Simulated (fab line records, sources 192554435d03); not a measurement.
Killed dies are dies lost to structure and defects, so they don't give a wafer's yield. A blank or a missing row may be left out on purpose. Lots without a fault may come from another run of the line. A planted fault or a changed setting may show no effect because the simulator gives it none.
Split-lot experiment | flow n5_finfet | 7 lots, 21 wafers read, on a route of 1938 steps

THE SPLIT
At N5_BEOL_M3_COAT_67 (time 60 s, resist thk 60 nm), the setting spin_rpm was moved away from the recipe's 1500 rpm on 3 of the 21 wafers read, by -8.2% to +8.6%. The other wafers ran this setting at the recipe's value.

The reading is taken at the split's own step.

THE READING
SOC_of_BEOL_M3_COAT_67.thk_nm (the simulator's own value, which no gauge read), in nm, at N5_BEOL_M3_COAT_67 (time 60 s, resist thk 60 nm). The file gives no usual value for it. The 18 wafers here that ran the recipe average 60.2 nm, standard deviation 0.16 nm.

wafer  | tool, chamber at the split | spin_rpm as run, rpm | against the recipe | SOC_of_BEOL_M3_COAT_67.thk_nm, nm | against lot-mates on the recipe
L079.3 | litho_track-04, 0          | 1574                 | +4.9%              | 59                                | -1.3
L079.4 | litho_track-04, 0          | 1500                 | recipe             | 60.4                              | -
L079.6 | litho_track-04, 0          | 1500                 | recipe             | 60.2                              | -
L085.1 | litho_track-02, 0          | 1629                 | +8.6%              | 57.8                              | -2.4
L085.4 | litho_track-02, 0          | 1500                 | recipe             | 60.2                              | -
L085.5 | litho_track-02, 0          | 1500                 | recipe             | 60.2                              | -
L087.2 | litho_track-01, 0          | 1500                 | recipe             | 60                                | -
L087.5 | litho_track-01, 0          | 1500                 | recipe             | 60                                | -
L087.3 | litho_track-01, 0          | 1500                 | recipe             | 60.2                              | -
L089.3 | litho_track-01, 0          | 1500                 | recipe             | 59.8                              | -
L089.5 | litho_track-01, 0          | 1377                 | -8.2%              | 62.6                              | +2.6
L089.6 | litho_track-01, 0          | 1500                 | recipe             | 60.2                              | -
L090.2 | litho_track-02, 0          | 1500                 | recipe             | 60.4                              | -
L090.6 | litho_track-02, 0          | 1500                 | recipe             | 60.4                              | -
L090.5 | litho_track-02, 0          | 1500                 | recipe             | 60                                | -
L094.1 | litho_track-02, 0          | 1500                 | recipe             | 60.2                              | -
L094.4 | litho_track-02, 0          | 1500                 | recipe             | 60.2                              | -
L094.6 | litho_track-02, 0          | 1500                 | recipe             | 60.4                              | -
L097.2 | litho_track-02, 0          | 1500                 | recipe             | 60.2                              | -
L097.3 | litho_track-02, 0          | 1500                 | recipe             | 60.2                              | -
L097.6 | litho_track-02, 0          | 1500                 | recipe             | 60                                | -

THE FIT
A straight line over all 21 wafers: SOC_of_BEOL_M3_COAT_67.thk_nm changes by -0.279 nm for each +1% of spin_rpm; r = -0.98; the points scatter about the line by 0.17 nm.
The same after taking each lot's own level away (the mean of its wafers on the recipe; 21 wafers): -0.293 nm for each +1%; r = -0.99; scatter 0.14 nm.
On that fit, the largest move of spin_rpm shifts the reading by 2.5 nm.
The lots' own levels span 60.00 to 60.30 nm, that is 1.9 times the standard deviation above.
So the lot-to-lot level changes the slope little: the two slopes agree.
Check: with one of the wafers moved furthest among these (+8.6%) left out of the fit, the line predicts -2.58 nm for it against its lot-mates. It came out at -2.4 nm against them.

OTHER SPLITS ON THESE WAFERS
These wafers also went through other splits before the reading. Each is held against what the fit with the lots' levels taken away leaves over:
other split on the same wafers    | wafers away from the commonest value | r with SOC_of_BEOL_M3_COAT_67.thk_nm (lot level and that fit taken away)
N5_BEOL_M0_CUTY_EXPOSE_54 dose_mj | 8                                    | +0.15
N5_BEOL_M1_COAT_62 spin_rpm       | 6                                    | +0.34
N5_BEOL_M1_EXPOSE_08 dose_mj      | 8                                    | -0.17
N5_BEOL_M1_ETCH_77 source_w       | 11                                   | -0.04
N5_BEOL_M1_TRENCH_ETCH_37 bias_w  | 0                                    | -
N5_BEOL_M2_PECVD_72 time_s        | 8                                    | -0.23

THE FILE'S OWN FIT
SOC_of_BEOL_M3_COAT_67.thk_nm changes by -0.292 nm for each +1% of spin_rpm, r = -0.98.
